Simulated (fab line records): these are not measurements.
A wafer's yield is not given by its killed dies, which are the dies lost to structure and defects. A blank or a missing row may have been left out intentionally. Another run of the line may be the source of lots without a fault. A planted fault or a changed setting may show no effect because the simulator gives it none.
8D (eight disciplines) problem report, filled in by code ; flow nand harc ; the parts of the form that need people (team, actions taken, sign-off) are left out

1. WHAT WENT WRONG
Mean of run length s at NHARC_A_WL_FILL_CVD_23: 1048.10 s across 9 wafers in 3 lots; on wafers with no fault it is 801.61 s (standard deviation 0.22). So: +99 or more standard deviations from the usual mean.
The step: deposits poly-Si, target thk 40 nm, time 800 s.
Seen first at day 18 06:47 on lpcvd poly-04, wafer L396.2. The record holds 36 wafers of 12 lots with a number at this step. Rule for "out" (also "out of limits"): further than 4 standard deviations from the usual mean. The rest of the wafers with a number are treated as sound.

2. WHAT IT IS, AND WHAT IT ISN'T
question;is;is not
which readings at this step;run length s;zone power lower pct
which lots;L396, L397, L398;L388, L389, L390, L391, L392, L393, L403, L404, L411
which wafers of those lots;all that have a number;-
read on which tools;lpcvd poly-04;lpcvd poly-02, lpcvd poly-03
when;from day 18 06:47;"up to then (18 sound wafers); but 9 sound wafers of L403, L404, L411 came after"

3. SUSPECTS, AND WHAT RULES EACH OUT
Counting: a tool at any process step up to the reading remains a suspect when it ran all the lots that are out and ran no sound lot after the first of those.
- lpcvd poly-04 at NHARC_A_WL_FILL_CVD_23 (deposits poly-Si, target thk 40 nm, time 800 s): ruled out as a lasting fault. Following L396 (day 18 06:47), the first lot on it that is out, the sound lots L411 were run on it.
Left after counting: nothing in the record.

4. THE CAUSE (what the simulator had put in)
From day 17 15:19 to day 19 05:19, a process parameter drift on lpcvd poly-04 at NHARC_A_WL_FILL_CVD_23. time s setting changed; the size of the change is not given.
Counting ruled it out, wrongly.

5. THE CHAIN OF EFFECTS, in route order
One row per reading whose mean, taken over the struck wafers that have a number, lies over 3 standard deviations from the usual. Scope: only readings with a usual standard deviation given in the record; hours: median across lots of the time from each lot's start at the first step in this table that gives one to its start at this step; sigmas: change in usual standard deviations.
hours;step;reading;usual;on struck wafers;change;sigmas
0;NHARC_A_WL_FILL_CVD_23;run length s;801.61 s;1048.10;+246.49;+99 or more
The process steps in it:
- NHARC_A_WL_FILL_CVD_23: deposits poly-Si, target thk 40 nm, time 800 s.
Later steps that measure or inspect, where all struck wafers having a row at the step show a number for every such reading and not one has moved that far: NHARC_A_WL_FILL_INSPECT_15.

6. HOW IT WOULD HAVE BEEN CAUGHT EARLIER
In this record the first reading out of limits was taken at day 18 06:47, 15 hours after the fault began at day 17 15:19.
